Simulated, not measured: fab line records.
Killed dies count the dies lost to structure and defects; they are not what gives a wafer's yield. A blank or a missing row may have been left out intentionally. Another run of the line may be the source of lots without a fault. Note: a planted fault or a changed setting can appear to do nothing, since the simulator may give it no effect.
3 desks, one fault | flow nandHarc | every desk sees just its own numbers, and what lay behind them comes last

## FROM THE METROLOGY DESK
Lot by lot, what the gauges showed, no matter which tool ran the lot: averages of those sampled wafers that carry a number. The brackets show how far a lot's mean lies from the usual mean; more than 4 standard deviations puts the lot out of limits, marked OUT.
Columns: A = cdNm at NHARC_P_M0_CD_MEAS_09, usual 89.8 nm
lot  | first seen here | A
L771 | day 6 06:42     | 90.7
L772 | day 6 14:03     | 88.9
L773 | day 6 18:08     | 89.8
L775 | day 8 02:35     | 90.0
L778 | day 9 00:07     | 89.5
L781 | day 10 06:01    | 87.6 (-4.0) OUT
L787 | day 12 20:08    | 89.5
L788 | day 13 02:37    | 89.4
L790 | day 14 01:03    | 90.4
L792 | day 14 23:26    | 90.1
L793 | day 15 08:09    | 88.9
L794 | day 15 19:02    | 90.0
This desk finds L781 out of limits, L781 being first, at day 10 06:01 (cdNm at NHARC_P_M0_CD_MEAS_09). In limits: L771, L772, L773, L775, L778, L787, L788, L790, L792, L793, L794.

## THE DEFECT DESK
Counts from the inspections along the route, per lot, as means over the sampled wafers that have a number. The brackets show how far a lot's mean lies from the usual mean; more than 4 standard deviations puts the lot out of limits, marked OUT.
Columns: A = rawDefectCount at NHARC_P_CONTACT_INSPECT_27, usual 292
lot  | first seen here | A
L771 | day 6 05:48     | 563
L772 | day 6 13:08     | 166
L773 | day 6 17:14     | 211
L775 | day 8 01:41     | 232
L778 | day 8 23:13     | 223
L781 | day 10 05:05    | 310
L787 | day 12 19:13    | 215
L788 | day 13 01:50    | 258
L790 | day 14 00:09    | 354
L792 | day 14 22:32    | 218
L793 | day 15 07:07    | 226
L794 | day 15 18:07    | 369
This desk's verdict: no lot among the 12 shows anything out of limits.

## THE TOOL OWNER'S DESK: arfiScanner-03
The tool's own readings at NHARC_P_M0_EXPOSE_06 (exposes mask P M0, target cd 90 nm): means of the sampled wafers that have a number, for each lot that ran on this tool. The brackets show how far a lot's mean lies from the usual mean; more than 4 standard deviations puts the lot out of limits, marked OUT.
Columns: A = exposureDoseMJCm2 at NHARC_P_M0_EXPOSE_06, usual 81.19
lot  | first seen here | A
L773 | day 6 18:00     | 81.15
L775 | day 8 02:27     | 81.12
L781 | day 10 05:53    | 81.88 (+7.1) OUT
L787 | day 12 20:01    | 81.16
L788 | day 13 02:29    | 81.11
L790 | day 14 00:55    | 81.04
L792 | day 14 23:18    | 81.27
L794 | day 15 18:53    | 81.25
This desk finds L781 out of limits, L781 being first, at day 10 05:53 (exposureDoseMJCm2 at NHARC_P_M0_EXPOSE_06). In limits: L773, L775, L787, L788, L790, L792, L794.

## TAKEN TOGETHER
At day 10 05:53, on L781, the tool owner's desk was in a position to raise an alarm.
On L781, the metrology desk was in a position to raise an alarm at day 10 06:01.
Nothing the defect desk looked at was out of limits.
The defect desk has L781 on record, within its limits.
NHARC_P_M0_EXPOSE_06 was run on arfiScanner-03 by each of the lots named.

## WHAT THE SIMULATOR HAD INSERTED
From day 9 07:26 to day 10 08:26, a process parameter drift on arfiScanner-03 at NHARC_P_M0_EXPOSE_06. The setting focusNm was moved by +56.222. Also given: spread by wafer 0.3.
Struck lots among those shown: L781.
Delay (hours) between the fault's onset and each desk's first out-of-limits reading: 22 at the tool owner's desk, 23 at the metrology desk.
